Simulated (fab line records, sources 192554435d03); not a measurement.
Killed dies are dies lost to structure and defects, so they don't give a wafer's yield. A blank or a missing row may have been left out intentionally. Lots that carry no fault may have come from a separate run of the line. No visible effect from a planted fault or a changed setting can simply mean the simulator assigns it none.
Lot-split experiment | flow n5-finfet | 7 lots, 39 wafers read, on a route of 1938 steps

SPLIT DETAILS
At N5_BEOL_M11_ALD_74 (deposits TaN, target thk 2 nm, pulse time 2 s, purge time 3 s), the setting ald-cycles was moved away from the recipe's 40 on 15 of the 39 wafers read, by -60.0% to +47.5%. This setting was run at the recipe's value on the other wafers.

The reading comes from the split's own step.

THE READING
TaN_of_BEOL_M11_ALD_74.thk-nm (the simulator's own value, which no gauge read), in nm, at N5_BEOL_M11_ALD_74 (deposits TaN, target thk 2 nm, pulse time 2 s, purge time 3 s). No usual value for it is given in the file.

wafer  | tool, chamber at the split | ald-cycles as run | against the recipe | TaN_of_BEOL_M11_ALD_74.thk-nm, nm | against lot-mates on the recipe
L075.1 | ald-metal-03, 2,1,0        | 40                | recipe             | 2                                 | -
L075.2 | ald-metal-03, 2,1,0        | 40                | recipe             | 2                                 | -
L075.3 | ald-metal-03, 2,1,0        | 40                | recipe             | 2                                 | -
L075.4 | ald-metal-03, 3,2,3        | 23                | -42.5%             | 1.2                               | -0.8
L075.5 | ald-metal-03, 3,2,3        | 23                | -42.5%             | 1.2                               | -0.8
L075.6 | ald-metal-03, 3,2,3        | 23                | -42.5%             | 1.2                               | -0.8
L078.1 | ald-metal-02, 1,0,1        | 16                | -60.0%             | 0.8                               | -1.2
L078.5 | ald-metal-02, 1,0,1        | 16                | -60.0%             | 0.8                               | -1.2
L078.6 | ald-metal-02, 1,0,1        | 16                | -60.0%             | 0.8                               | -1.2
L078.2 | ald-metal-02, 0,2,3        | 40                | recipe             | 2                                 | -
L078.3 | ald-metal-02, 0,2,3        | 40                | recipe             | 2                                 | -
L078.4 | ald-metal-02, 0,2,3        | 40                | recipe             | 2                                 | -
L079.1 | ald-metal-03, 3,1          | 50                | +25.0%             | 2.6                               | +0.6
L079.5 | ald-metal-03, 3,1          | 50                | +25.0%             | 2.6                               | +0.6
L079.2 | ald-metal-03, 2            | 50                | +25.0%             | 2.4                               | +0.4
L079.3 | ald-metal-03, 0,1,0        | 40                | recipe             | 2                                 | -
L079.4 | ald-metal-03, 0,1,0        | 40                | recipe             | 2                                 | -
L079.6 | ald-metal-03, 0,1,0        | 40                | recipe             | 2                                 | -
L087.1 | ald-metal-01, 0,2,3        | 59                | +47.5%             | 3                                 | +1.0
L087.3 | ald-metal-01, 0,2,3        | 59                | +47.5%             | 3                                 | +1.0
L087.4 | ald-metal-01, 0,2,3        | 59                | +47.5%             | 3                                 | +1.0
L087.2 | ald-metal-01, 1,2,3        | 40                | recipe             | 2                                 | -
L087.5 | ald-metal-01, 1,2,3        | 40                | recipe             | 2                                 | -
L087.6 | ald-metal-01, 1,2,3        | 40                | recipe             | 2                                 | -
L088.2 | ald-metal-02, 0,2,1        | 40                | recipe             | 2                                 | -
L088.3 | ald-metal-02, 0,2,1        | 40                | recipe             | 2                                 | -
L088.4 | ald-metal-02, 0,2,1        | 40                | recipe             | 2                                 | -
L092.1 | ald-metal-02, 1,0,1        | 16                | -60.0%             | 0.8                               | -1.2
L092.4 | ald-metal-02, 1,0,1        | 16                | -60.0%             | 0.8                               | -1.2
L092.5 | ald-metal-02, 1,0,1        | 16                | -60.0%             | 0.8                               | -1.2
L092.2 | ald-metal-02, 2,3,0        | 40                | recipe             | 2                                 | -
L092.3 | ald-metal-02, 2,3,0        | 40                | recipe             | 2                                 | -
L092.6 | ald-metal-02, 2,3,0        | 40                | recipe             | 2                                 | -
L093.1 | ald-metal-01, 3,0,2,1,3,2  | 40                | recipe             | 2                                 | -
L093.2 | ald-metal-01, 3,0,2,1,3,2  | 40                | recipe             | 2                                 | -
L093.3 | ald-metal-01, 3,0,2,1,3,2  | 40                | recipe             | 2                                 | -
L093.4 | ald-metal-01, 3,0,2,1,3,2  | 40                | recipe             | 2                                 | -
L093.5 | ald-metal-01, 3,0,2,1,3,2  | 40                | recipe             | 2                                 | -
L093.6 | ald-metal-01, 3,0,2,1,3,2  | 40                | recipe             | 2                                 | -
Rows listing several chambers each stand for several wafers; the file does not say which wafer went through which chamber.

THE FIT
A straight line over all 39 wafers: TaN_of_BEOL_M11_ALD_74.thk-nm changes by +0.0202 nm for each +1% of ald-cycles; r = +1.00; the points scatter about the line by 0.033 nm.
The same after taking each lot's own level away (the mean of its wafers on the recipe; 39 wafers): +0.0202 nm for each +1%; r = +1.00; scatter 0.033 nm.
The reading moves by 1.2 nm for the largest change in ald-cycles, on that fit.
The lots' own levels span 2.00 to 2.00 nm.
So the lot-to-lot level changes the slope little: the two slopes agree.
Check: with one of the wafers moved furthest among these (-60.0%) left out of the fit, the line predicts -1.2 nm for it against its lot-mates. It came out at -1.2 nm against them.

THESE WAFERS: OTHER SPLITS
Other splits were also applied to these wafers ahead of the reading. Each is held against what the fit with the lots' levels taken away leaves over:
other split on the same wafers   | wafers away from the commonest value | r with TaN_of_BEOL_M11_ALD_74.thk-nm (lot level and that fit taken away)
N5_BEOL_M8_TRENCH_ETCH_37 time-s | 18                                   | +0.42

THE FILE'S OWN FIT
TaN_of_BEOL_M11_ALD_74.thk-nm changes by +0.0201 nm for each +1% of ald-cycles, r = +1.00.
